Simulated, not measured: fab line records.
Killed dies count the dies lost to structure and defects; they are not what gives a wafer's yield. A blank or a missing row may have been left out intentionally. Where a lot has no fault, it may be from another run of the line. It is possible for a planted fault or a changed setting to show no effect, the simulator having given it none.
Matching of chambers / flow n5_finfet / N5_BEOL_M0_SAQP_HM_DEP_111 on pecvd-04 has 3 sister chambers
The step deposits SiO2 from SiH4/N2O, target thk 12 nm, time 7.2 s. 6 wafers are shown with their chamber, then 10 later ones without.

## EACH WAFER AND ITS CHAMBER
wafer=L085.2; chamber=1; showerhead_plenum_p_Torr (Torr)=8.16; rf_fwd_power_W (W)=272.3
wafer=L085.4; chamber=1; showerhead_plenum_p_Torr (Torr)=8.15; rf_fwd_power_W (W)=272.4
wafer=L087.4; chamber=0; showerhead_plenum_p_Torr (Torr)=8.25; rf_fwd_power_W (W)=274.1
wafer=L087.6; chamber=2; showerhead_plenum_p_Torr (Torr)=8.04; rf_fwd_power_W (W)=272.6
wafer=L090.2; chamber=0; showerhead_plenum_p_Torr (Torr)=8.20; rf_fwd_power_W (W)=274.1
wafer=L090.3; chamber=2; showerhead_plenum_p_Torr (Torr)=8.05; rf_fwd_power_W (W)=273.8

## WAFERS WITH NO CHAMBER GIVEN
wafer=L090.6; showerhead_plenum_p_Torr (Torr)=8.03; rf_fwd_power_W (W)=274.2
wafer=L094.1; showerhead_plenum_p_Torr (Torr)=8.23; rf_fwd_power_W (W)=273.5
wafer=L094.2; showerhead_plenum_p_Torr (Torr)=8.15; rf_fwd_power_W (W)=271.3
wafer=L094.3; showerhead_plenum_p_Torr (Torr)=8.05; rf_fwd_power_W (W)=273.8
wafer=L095.4; showerhead_plenum_p_Torr (Torr)=8.09; rf_fwd_power_W (W)=272.6
wafer=L095.5; showerhead_plenum_p_Torr (Torr)=8.24; rf_fwd_power_W (W)=271.9
wafer=L095.6; showerhead_plenum_p_Torr (Torr)=8.16; rf_fwd_power_W (W)=272.5
wafer=L096.2; showerhead_plenum_p_Torr (Torr)=8.23; rf_fwd_power_W (W)=274.2
wafer=L096.3; showerhead_plenum_p_Torr (Torr)=8.04; rf_fwd_power_W (W)=275.0
wafer=L096.6; showerhead_plenum_p_Torr (Torr)=8.15; rf_fwd_power_W (W)=273.1

## THE CHAMBER EACH PASSED THROUGH
wafer=L090.6; from the rows above=2; in truth=2
wafer=L094.1; from the rows above=0; in truth=0
wafer=L094.2; from the rows above=1; in truth=1
wafer=L094.3; from the rows above=2; in truth=2
wafer=L095.4; from the rows above=can't be placed: 2 or 1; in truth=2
wafer=L095.5; from the rows above=can't be placed: 1 or 0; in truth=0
wafer=L095.6; from the rows above=1; in truth=1
wafer=L096.2; from the rows above=0; in truth=0
wafer=L096.3; from the rows above=2; in truth=2
wafer=L096.6; from the rows above=1; in truth=1
8 of 10 placed correctly. From these rows, 2 cannot be placed; in 2 the true chamber is one of the candidates. Wrongly placed: 0.
How it was worked out, from the rows above alone: a wafer's distance from a chamber is the root of the sum, over the readings, of the square of ((its reading less the chamber's mean) divided by the reading's scatter). If the next closest chamber is less than 2 further off than the closest, the wafer can't be placed; otherwise it belongs to the closest. For every chamber, the mean is computed from those of its wafers that are shown. The scatter is the square root of a quotient: the sum, over the shown wafers, of each reading's squared deviation from its chamber's mean, divided by wafers minus chambers.
